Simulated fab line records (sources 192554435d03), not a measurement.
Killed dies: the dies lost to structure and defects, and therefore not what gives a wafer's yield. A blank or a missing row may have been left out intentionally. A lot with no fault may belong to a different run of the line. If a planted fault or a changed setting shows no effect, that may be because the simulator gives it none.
Lot-split experiment + flow n5_finfet + route with 1938 steps; 7 lots, 21 wafers read

THE SPLIT
At N5_BEOL_M1_COAT_61 (time 60 s, resist thk 60 nm), the setting spin_rpm was moved away from the recipe's 1500 rpm on 5 of the 21 wafers read, by -7.8% to +10.7%. All remaining wafers had this setting at the recipe value.

The reading comes from the split's own step.

THE READING
SOC_of_BEOL_M1_COAT_61.thk_nm (the simulator's own value, which no gauge read), in nm, at N5_BEOL_M1_COAT_61 (time 60 s, resist thk 60 nm). The file gives no usual value for it. Average 60.0 nm, standard deviation 0.11 nm, over the 16 wafers here run with the recipe.

| wafer  | tool, chamber at the split | spin_rpm as run, rpm | against the recipe | SOC_of_BEOL_M1_COAT_61.thk_nm, nm | against lot-mates on the recipe |
|--------|----------------------------|----------------------|--------------------|-----------------------------------|---------------------------------|
| L076.1 | litho_track-03, 0          | 1383                 | -7.8%              | 62.4                              | +2.4                            |
| L076.4 | litho_track-03, 0          | 1383                 | -7.8%              | 62.6                              | +2.6                            |
| L076.6 | litho_track-03, 0          | 1500                 | recipe             | 60                                | -                               |
| L079.1 | litho_track-05, 0          | 1500                 | recipe             | 60                                | -                               |
| L079.3 | litho_track-05, 0          | 1500                 | recipe             | 60                                | -                               |
| L079.6 | litho_track-05, 0          | 1661                 | +10.7%             | 57                                | -3.0                            |
| L080.1 | litho_track-05, 0          | 1500                 | recipe             | 60                                | -                               |
| L080.3 | litho_track-05, 0          | 1500                 | recipe             | 60                                | -                               |
| L080.4 | litho_track-05, 0          | 1406                 | -6.3%              | 62.2                              | +2.2                            |
| L082.2 | litho_track-02, 0          | 1500                 | recipe             | 59.8                              | -                               |
| L082.5 | litho_track-02, 0          | 1500                 | recipe             | 59.8                              | -                               |
| L082.3 | litho_track-02, 0          | 1500                 | recipe             | 60                                | -                               |
| L086.2 | litho_track-05, 0          | 1500                 | recipe             | 60                                | -                               |
| L086.3 | litho_track-05, 0          | 1500                 | recipe             | 60                                | -                               |
| L086.5 | litho_track-05, 0          | 1500                 | recipe             | 60                                | -                               |
| L089.2 | litho_track-03, 0          | 1448                 | -3.5%              | 60.8                              | +1.0                            |
| L089.4 | litho_track-03, 0          | 1500                 | recipe             | 59.8                              | -                               |
| L089.6 | litho_track-03, 0          | 1500                 | recipe             | 59.8                              | -                               |
| L090.1 | litho_track-03, 0          | 1500                 | recipe             | 60.2                              | -                               |
| L090.5 | litho_track-03, 0          | 1500                 | recipe             | 60                                | -                               |
| L090.6 | litho_track-03, 0          | 1500                 | recipe             | 60                                | -                               |

THE FIT
A straight line over all 21 wafers: SOC_of_BEOL_M1_COAT_61.thk_nm changes by -0.305 nm for each +1% of spin_rpm; r = -0.99; the points scatter about the line by 0.16 nm.
The same after taking each lot's own level away (the mean of its wafers on the recipe; 21 wafers): -0.305 nm for each +1%; r = -1.00; scatter 0.11 nm.
On that fit, the largest move of spin_rpm shifts the reading by 3.3 nm.
The span of the lots' own levels, 59.80 to 60.07 nm, comes to 2.5 times the standard deviation stated above.
The two slopes are in agreement: the lot-to-lot level therefore moves the slope only a little.
Check: with one of the wafers moved furthest among these (+10.7%) left out of the fit, the line predicts -3.5 nm for it against its lot-mates. It came out at -3 nm against them.

OTHER SPLITS APPLIED TO THESE WAFERS
Other splits were also applied to these wafers ahead of the reading. Each is held against what the fit with the lots' levels taken away leaves over:
| other split on the same wafers              | wafers away from the commonest value | r with SOC_of_BEOL_M1_COAT_61.thk_nm (lot level and that fit taken away) |
|---------------------------------------------|--------------------------------------|--------------------------------------------------------------------------|
| N5_BEOL_M0_SAQP_COAT_08 spin_rpm            | 8                                    | +0.11                                                                    |
| N5_BEOL_M0_SAQP_SPACER2_ALD_26 target_thk_a | 8                                    | -0.05                                                                    |
| N5_BEOL_M0_SAQP_COAT_87 spin_rpm            | 9                                    | -0.01                                                                    |

FILE'S OWN FIT
SOC_of_BEOL_M1_COAT_61.thk_nm changes by -0.303 nm for each +1% of spin_rpm, r = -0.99.
